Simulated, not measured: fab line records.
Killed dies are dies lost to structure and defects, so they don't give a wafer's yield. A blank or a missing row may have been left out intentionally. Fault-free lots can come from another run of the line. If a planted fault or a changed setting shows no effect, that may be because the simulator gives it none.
Which tool did it? ; flow n5Finfet ; Sampling: 8 lots, 21 wafers, 8 of 1938 route steps

## WHAT THE GAUGES SHOWED, per wafer
N5_MOL_CONTACT_COAG_THK_MEAS_29. Usual: MD_CAP_THK typically reads 17.92 nm, with standard deviation 0.11.
lot;measured;on;MD_CAP_THK (nm);flag
L782;day 6 01:50;filmMetro-01;17.92 17.88 17.82;
L785;day 6 20:56;filmMetro-02;18.04 18.07 17.99;
L786;day 7 03:17;filmMetro-01;17.99 17.94 18.05;
L792;day 8 17:38;filmMetro-02;27.57 18.02;OFF
L794;day 8 22:08;filmMetro-02;17.91 17.99;
L795;day 9 14:55;filmMetro-02;27.77 17.95;OFF
L798;day 10 01:17;filmMetro-02;17.94 17.92 17.94;
L800;day 10 18:06;filmMetro-01;17.71 17.58 17.85;

N5_BEOL_M4_RC_MEAS_101. Usual: DIBL_N 37.1 mV/V, standard deviation 2.4; DIBL_P 37 mV/V, standard deviation 3; IOFF_N 0.18 nA/um, standard deviation 0.053; IOFF_P 0.21 nA/um, standard deviation 0.05; ION_N 674 uA/um, standard deviation 14; ION_P 459 uA/um, standard deviation 9.2; SS_N 72.1 mV/dec, standard deviation 0.9; SS_P 73.4 mV/dec, standard deviation 0.89; VT_N 250 mV, standard deviation 3.8; VT_P -251 mV, standard deviation 3.7.
lot;measured;on;DIBL_N (mV/V);DIBL_P (mV/V);IOFF_N (nA/um);IOFF_P (nA/um);ION_N (uA/um);ION_P (uA/um);SS_N (mV/dec);SS_P (mV/dec);VT_N (mV);VT_P (mV);flag
L782;day 9 08:38;prober-01;35.0 34.1 36.0;34 32 35;0.13 0.12 0.14;0.16 0.14 0.17;664 652 664;455 445 453;71.5 71.4 71.1;73.0 72.2 72.8;253 256 255;-251 -257 -255;
L785;day 9 21:47;prober-02;36.1 33.4 36.5;34 31 36;0.14 0.11 0.15;0.20 0.16 0.22;674 656 677;464 453 474;72.4 71.2 72.2;72.6 71.6 73.4;252 256 253;-250 -252 -250;
L786;day 10 16:02;prober-01;33.4 39.3 36.0;31 38 34;0.11 0.22 0.14;0.15 0.24 0.18;663 685 661;456 465 443;70.8 72.2 71.0;72.4 73.3 72.4;256 247 254;-254 -249 -253;
L792;day 12 01:41;prober-02;39.2 39.0;40 41;0.21 0.21;0.25 0.27;679 712;466 484;72.0 72.4;74.1 74.0;246 243;-250 -248;
L794;day 12 10:15;prober-02;39.8 37.4;40 37;0.20 0.15;0.25 0.21;685 666;468 458;72.8 71.4;74.7 73.0;248 251;-247 -250;
L795;day 12 18:37;prober-02;32.8 36.2;32 36;0.11 0.17;0.16 0.23;661 673;456 466;70.1 71.6;71.6 73.3;256 248;-254 -248;
L798;day 13 00:14;prober-02;41.6 35.2 39.3;41 35 38;0.28 0.14 0.24;0.27 0.17 0.23;683 651 682;463 446 461;73.6 71.9 73.2;75.0 72.9 74.9;243 255 247;-248 -255 -251;
L800;day 13 21:37;prober-01;36.6 34.7 34.5;37 35 35;0.17 0.14 0.14;0.18 0.16 0.16;682 665 670;459 446 458;72.2 71.2 70.7;72.7 73.3 73.3;251 251 252;-256 -255 -258;

## WHICH TOOL RAN EACH LOT (tool, then ch and the chambers of the sampled wafers, then the start)
lot;N5_HKMG_FIN_STRIP_90;N5_GATE_CUT_ETCH_56;N5_GATE_CUT_ETCHBACK_30;N5_GATE_CUT_SAC_CAP_01;N5_GATE_CUT_ETCH_19;N5_MOL_CONTACT_COAG_ETCH_47
L782;rieDiel-05 ch 0,2,3, day 5 05:31;rieMetal-03 ch 0,1, day 5 07:38;rieMetal-03 ch 0,1, day 5 07:46;aldSin-03 ch 0,2, day 5 08:11;rieDiel-01 ch 1,3, day 5 11:39;rieDiel-05 ch 1,2, day 6 04:19
L785;rieDiel-05 ch 2,3, day 6 02:08;rieMetal-03 ch 0,1, day 6 04:13;rieMetal-03 ch 0,1, day 6 04:19;aldSin-01 ch 0,1, day 6 04:43;rieDiel-01 ch 0,2,3, day 6 08:14;rieDiel-06 ch 0,1,2, day 6 22:55
L786;rieDiel-05 ch 0,1,2, day 6 09:00;rieMetal-03 ch 0,1, day 6 11:18;rieMetal-03 ch 0,1, day 6 11:23;aldSin-01 ch 0,1,2, day 6 11:47;rieDiel-04 ch 0,1,2, day 6 15:08;rieDiel-05 ch 0,2,3, day 7 05:01
L792;rieDiel-06 ch 1,2, day 7 19:51;rieMetal-03 ch 0,1, day 7 21:59;rieMetal-03 ch 0,1, day 7 22:04;aldSin-01 ch 0,1, day 7 22:27;rieDiel-04 ch 1,3, day 8 02:07;rieDiel-05 ch 0,2, day 8 19:33
L794;rieDiel-06 ch 2, day 8 04:42;rieMetal-03 ch 0,1, day 8 06:56;rieMetal-03 ch 0,1, day 8 07:01;aldSin-03 ch 0,1, day 8 07:24;rieDiel-01 ch 1,3, day 8 10:52;rieDiel-06 ch 0,2, day 9 00:10
L795;rieDiel-02 ch 1,2, day 8 19:34;rieMetal-03 ch 0,1, day 8 21:47;rieMetal-03 ch 0,1, day 8 21:52;aldSin-01 ch 1,2, day 8 22:56;rieDiel-03 ch 2,3, day 9 02:23;rieDiel-02 ch 1,2, day 9 18:23
L798;rieDiel-02 ch 1,3, day 9 05:02;rieMetal-03 ch 1, day 9 07:07;rieMetal-03 ch 1, day 9 07:13;aldSin-04 ch 0,1,2, day 9 07:37;rieDiel-04 ch 0,3, day 9 11:06;rieDiel-06 ch 0,3, day 10 03:04
L800;rieDiel-06 ch 2,3, day 9 21:46;rieMetal-02 ch 0,1, day 10 02:35;rieMetal-02 ch 0,1, day 10 02:40;aldSin-04 ch 0,1,2, day 10 03:04;rieDiel-01 ch 0,2,3, day 10 06:36;rieDiel-06 ch 0,1,2, day 10 19:44
- N5_HKMG_FIN_STRIP_90: strips SOC in N2/H2, time 20 s.
- N5_GATE_CUT_ETCH_56: etches TiN in Cl2/Ar, target depth 21.6 nm.
- N5_GATE_CUT_ETCHBACK_30: etches TiN in Cl2/Ar, target depth 3 nm.
- N5_GATE_CUT_SAC_CAP_01: material SiNx, target thk 24 nm, pulse time 1 s, ald cycles 480.
- N5_GATE_CUT_ETCH_19: etches SiNx in CH3F/O2, target depth 53.7 nm, time 76.7 s.
- N5_MOL_CONTACT_COAG_ETCH_47: etches SiNx in CH3F/O2, stops on W, target depth 27 nm.

## AS READ BY THE TOOLS THEMSELVES (means over the sampled wafers that have a number; for cases with no such wafer, the mark the record gives instead)
N5_HKMG_FIN_STRIP_90. Usual: drypumpMotorCurrentA 5.7 A, standard deviation 0.53; oesProductAu 0.79 a.u., standard deviation 0.087; rfVppV 54.3 V, standard deviation 0.85; showerheadPlenumPTorr 3.38 Torr, standard deviation 0.11; throttleValvePct 19.0 %, standard deviation 0.46.
lot;tool;drypumpMotorCurrentA (A);oesProductAu (a.u.);rfVppV (V);showerheadPlenumPTorr (Torr);throttleValvePct (%);flag
L782;rieDiel-05;5.9;0.82;54.7;3.39;19.4;
L785;rieDiel-05;6.0;0.75;53.9;3.40;19.5;
L786;rieDiel-05;5.8;0.81;53.7;3.39;19.2;
L792;rieDiel-06;6.0;0.81;55.3;3.49;18.6;
L794;rieDiel-06;6.4;0.92;53.9;3.56;18.3;
L795;rieDiel-02;5.0;0.76;54.8;3.42;18.5;
L798;rieDiel-02;5.7;0.73;53.8;3.34;18.9;
L800;rieDiel-06;5.9;0.92;53.8;3.36;18.2;

N5_GATE_CUT_ETCH_56. Usual: drypumpMotorCurrentA 5.6 A, standard deviation 0.36; oesProductAu 0.80 a.u., standard deviation 0.1; throttleValvePct 20.69 %, standard deviation 0.23.
lot;tool;drypumpMotorCurrentA (A);oesProductAu (a.u.);throttleValvePct (%);flag
L782;rieMetal-03;5.5;0.73;20.49;
L785;rieMetal-03;5.4;0.72;20.61;
L786;rieMetal-03;5.5;0.73;20.51;
L792;rieMetal-03;5.4;0.71;20.56;
L794;rieMetal-03;5.4;0.71;20.57;
L795;rieMetal-03;5.4;0.71;20.58;
L798;rieMetal-03;5.6;0.71;20.42;
L800;rieMetal-02;6.2;0.91;20.78;

N5_GATE_CUT_ETCHBACK_30. Usual: drypumpMotorCurrentA 5.5 A, standard deviation 0.36; oesProductAu 0.80 a.u., standard deviation 0.1; throttleValvePct 20.69 %, standard deviation 0.23.
lot;tool;drypumpMotorCurrentA (A);oesProductAu (a.u.);throttleValvePct (%);flag
L782;rieMetal-03;5.5;0.73;20.48;
L785;rieMetal-03;5.4;0.72;20.61;
L786;rieMetal-03;5.5;0.73;20.50;
L792;rieMetal-03;5.4;0.71;20.56;
L794;rieMetal-03;5.4;0.71;20.56;
L795;rieMetal-03;5.4;0.71;20.56;
L798;rieMetal-03;5.6;0.72;20.42;
L800;rieMetal-02;6.2;0.91;20.77;

N5_GATE_CUT_SAC_CAP_01. Usual: heaterPowerW 864 W, standard deviation 64; precursorPulseHeightRel 0.998, standard deviation 0.019.
lot;tool;heaterPowerW (W);precursorPulseHeightRel;flag
L782;aldSin-03;878;1.003;
L785;aldSin-01;892;0.985;
L786;aldSin-01;890;1.000;
L792;aldSin-01;904;1.002;
L794;aldSin-03;786;1.012;
L795;aldSin-01;877;0.972;
L798;aldSin-04;818;1.009;
L800;aldSin-04;812;0.997;

N5_GATE_CUT_ETCH_19. Usual: drypumpMotorCurrentA 5.7 A, standard deviation 0.32; etchRfOnTimeS 76.4 s, standard deviation 1.6; oesProductAu 0.68 a.u., standard deviation 0.054; rfVppV 299 V, standard deviation 9.4; showerheadPlenumPTorr 2.00 Torr, standard deviation 0.068; throttleValvePct 16.32 %, standard deviation 0.24.
lot;tool;drypumpMotorCurrentA (A);etchRfOnTimeS (s);oesProductAu (a.u.);rfVppV (V);showerheadPlenumPTorr (Torr);throttleValvePct (%);flag
L782;rieDiel-01;5.8;77.9;0.65;294;1.93;16.49;
L785;rieDiel-01;5.9;76.8;0.69;300;2.03;16.32;
L786;rieDiel-04;5.8;76.3;0.69;293;1.95;16.26;
L792;rieDiel-04;5.3;68.5;0.72;305;1.98;16.01;OFF
L794;rieDiel-01;5.8;76.2;0.64;296;1.92;16.54;
L795;rieDiel-03;5.8;68.8;0.62;298;2.05;16.70;OFF
L798;rieDiel-04;5.5;77.5;0.67;293;2.00;16.20;
L800;rieDiel-01;5.9;76.9;0.66;300;2.02;16.38;

N5_MOL_CONTACT_COAG_ETCH_47. Usual: drypumpMotorCurrentA 5.7 A, standard deviation 0.55; etchRfOnTimeS 31.4 s, standard deviation 0.69; oesProductAu 0.72 a.u., standard deviation 0.085; rfVppV 296 V, standard deviation 7.6; showerheadPlenumPTorr 2.01 Torr, standard deviation 0.073; throttleValvePct 16.25 %, standard deviation 0.23.
lot;tool;drypumpMotorCurrentA (A);etchRfOnTimeS (s);oesProductAu (a.u.);rfVppV (V);showerheadPlenumPTorr (Torr);throttleValvePct (%);flag
L782;rieDiel-05;5.7;32.0;0.68;291;2.04;16.32;
L785;rieDiel-06;5.6;31.0;0.75;298;2.04;16.28;
L786;rieDiel-05;5.9;31.6;0.79;300;2.00;16.19;
L792;rieDiel-05;6.0;39.9;0.74;298;2.03;16.19;OFF
L794;rieDiel-06;5.6;30.4;0.80;306;2.02;16.07;
L795;rieDiel-02;5.0;40.5;0.67;300;2.04;16.22;OFF
L798;rieDiel-06;5.4;30.8;0.82;299;1.95;15.92;
L800;rieDiel-06;5.6;30.2;0.79;299;2.03;16.15;

## THE ANSWER, worked out from the rows above alone
Rule: a lot is off if the mean of its wafers that have a number lies more than 3 standard deviations from the usual mean. Also off: a lot with no number at a reading for which 4 or more lots have one. Where the step has rows for the other lots, those lots are counted as sound. After the gauges, taken in route order, come the tools' own readings; for these a lot's mean is taken, as printed above. At the first step where some lot is off, the reading lying furthest off is the one used; lots without a number count as furthest.
Off: at N5_MOL_CONTACT_COAG_THK_MEAS_29 (MD_CAP_THK), L792, L795.
If a tool, at a process step before that reading, ran all the lots that are off and no sound lot after the first of them, it fits. The gauges at N5_MOL_CONTACT_COAG_THK_MEAS_29 aren't tried: what is off there is off at N5_GATE_CUT_ETCH_19 too, on other tools, and a gauge's error can't cause that. One fits: aldSin-01 at N5_GATE_CUT_SAC_CAP_01. A fault onset in the window from L786 (day 6 11:47, its last sound lot) to L792 (day 7 22:27, its first lot off) fits.

## WHAT HAD BEEN PUT IN BY THE SIMULATOR
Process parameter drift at N5_GATE_CUT_SAC_CAP_01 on aldSin-01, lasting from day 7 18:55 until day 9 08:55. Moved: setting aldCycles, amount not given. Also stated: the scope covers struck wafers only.
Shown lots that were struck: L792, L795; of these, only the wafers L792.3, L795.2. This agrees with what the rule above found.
